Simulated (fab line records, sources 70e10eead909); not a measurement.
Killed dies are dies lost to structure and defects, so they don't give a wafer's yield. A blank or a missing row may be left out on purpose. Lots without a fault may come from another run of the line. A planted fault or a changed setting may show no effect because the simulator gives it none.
Chamber matching | flow nand_harc | NHARC_A_STAIRCASE_DEP_325 on pecvd-03: 3 sister chambers
The step deposits SiO2, target thk 3800 nm. 6 wafers are shown with their chamber, then 12 later ones without.

WAFERS WITH THEIR CHAMBER
wafer  | chamber | heater_power_w (W)
L085.1 | 1       | 637
L091.3 | 1       | 627
L091.6 | 0       | 624
L090.1 | 2       | 647
L090.2 | 0       | 745
L090.6 | 2       | 568

WAFERS WITHOUT THEIR CHAMBER
wafer  | heater_power_w (W)
L092.1 | 669
L092.4 | 579
L092.5 | 628
L092.2 | 641
L092.3 | 687
L092.6 | 545
L094.1 | 777
L094.2 | 673
L094.4 | 553
L097.4 | 629
L097.5 | 527
L097.6 | 586

WHICH CHAMBER EACH WENT THROUGH
wafer  | from the rows above          | in truth
L092.1 | can't be placed: 0 or 1 or 2 | 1
L092.4 | can't be placed: 2 or 1 or 0 | 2
L092.5 | can't be placed: 1 or 2 or 0 | 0
L092.2 | can't be placed: 1 or 2 or 0 | 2
L092.3 | can't be placed: 0 or 1 or 2 | 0
L092.6 | can't be placed: 2 or 1 or 0 | 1
L094.1 | can't be placed: 0 or 1 or 2 | 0
L094.2 | can't be placed: 0 or 1 or 2 | 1
L094.4 | can't be placed: 2 or 1 or 0 | 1
L097.4 | can't be placed: 1 or 2 or 0 | 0
L097.5 | can't be placed: 2 or 1 or 0 | 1
L097.6 | can't be placed: 2 or 1 or 0 | 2
Placed correctly: 0 of 12. Can't be placed from these rows: 12 (the true chamber is among the candidates in 12). Placed wrongly: 0.
How it was worked out, from the rows above alone: a wafer's distance from a chamber is the root of the sum, over the readings, of the square of ((its reading less the chamber's mean) divided by the reading's scatter). The wafer belongs to the nearest chamber; if the next one is less than 2 further off, it can't be placed. A chamber's mean is the mean of its shown wafers. The scatter: the root of (the sum of the squares of (reading less its chamber's mean) over the shown wafers, divided by (wafers less chambers)).
